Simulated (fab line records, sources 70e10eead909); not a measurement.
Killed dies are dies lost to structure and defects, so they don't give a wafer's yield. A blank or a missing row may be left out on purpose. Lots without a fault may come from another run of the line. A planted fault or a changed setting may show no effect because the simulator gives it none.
Chamber matching | flow nand_harc | NHARC_A_STAIRCASE_DEP_301 on pecvd-01: 3 sister chambers
The step deposits SiON, target thk 30 nm. 18 wafers are shown with their chamber, then 9 later ones without.

WAFERS WITH THEIR CHAMBER
wafer  | chamber | heater_power_w (W)
L074.1 | 1       | 760
L074.5 | 0       | 790
L074.6 | 2       | 801
L074.2 | 0       | 766
L074.3 | 2       | 814
L074.4 | 1       | 785
L079.3 | 2       | 848
L079.4 | 1       | 838
L079.6 | 2       | 841
L078.1 | 0       | 866
L078.3 | 2       | 847
L078.6 | 2       | 871
L089.3 | 2       | 754
L089.5 | 2       | 755
L089.6 | 1       | 730
L091.1 | 1       | 831
L091.3 | 0       | 789
L091.5 | 0       | 757

SIGNATURES (means of the wafers above)
reading        | chamber 0 | chamber 1 | chamber 2 | scatter within a chamber
heater_power_w | 793.60    | 788.80    | 816.38    | 44.2
Rule: a wafer's distance from a chamber is the root of the sum, over the readings, of the square of ((its reading less the chamber's mean) divided by the reading's scatter). The wafer belongs to the nearest chamber; if the next one is less than 2 further off, it can't be placed. The scatter: the root of (the sum of the squares of (reading less its chamber's mean) over the shown wafers, divided by (wafers less chambers)).

WAFERS WITHOUT THEIR CHAMBER
wafer  | heater_power_w (W)
L092.2 | 871
L092.4 | 854
L092.6 | 710
L090.4 | 781
L090.5 | 870
L090.6 | 670
L093.3 | 906
L093.5 | 771
L093.6 | 907

WHICH CHAMBER EACH WENT THROUGH
wafer  | from the rows above          | in truth
L092.2 | can't be placed: 2 or 0 or 1 | 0
L092.4 | can't be placed: 2 or 0 or 1 | 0
L092.6 | can't be placed: 1 or 0 or 2 | 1
L090.4 | can't be placed: 1 or 0 or 2 | 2
L090.5 | can't be placed: 2 or 0 or 1 | 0
L090.6 | can't be placed: 1 or 0 or 2 | 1
L093.3 | can't be placed: 2 or 0 or 1 | 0
L093.5 | can't be placed: 1 or 0 or 2 | 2
L093.6 | can't be placed: 2 or 0 or 1 | 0
Placed correctly: 0 of 9. Can't be placed from these rows: 9 (the true chamber is among the candidates in 9). Placed wrongly: 0.
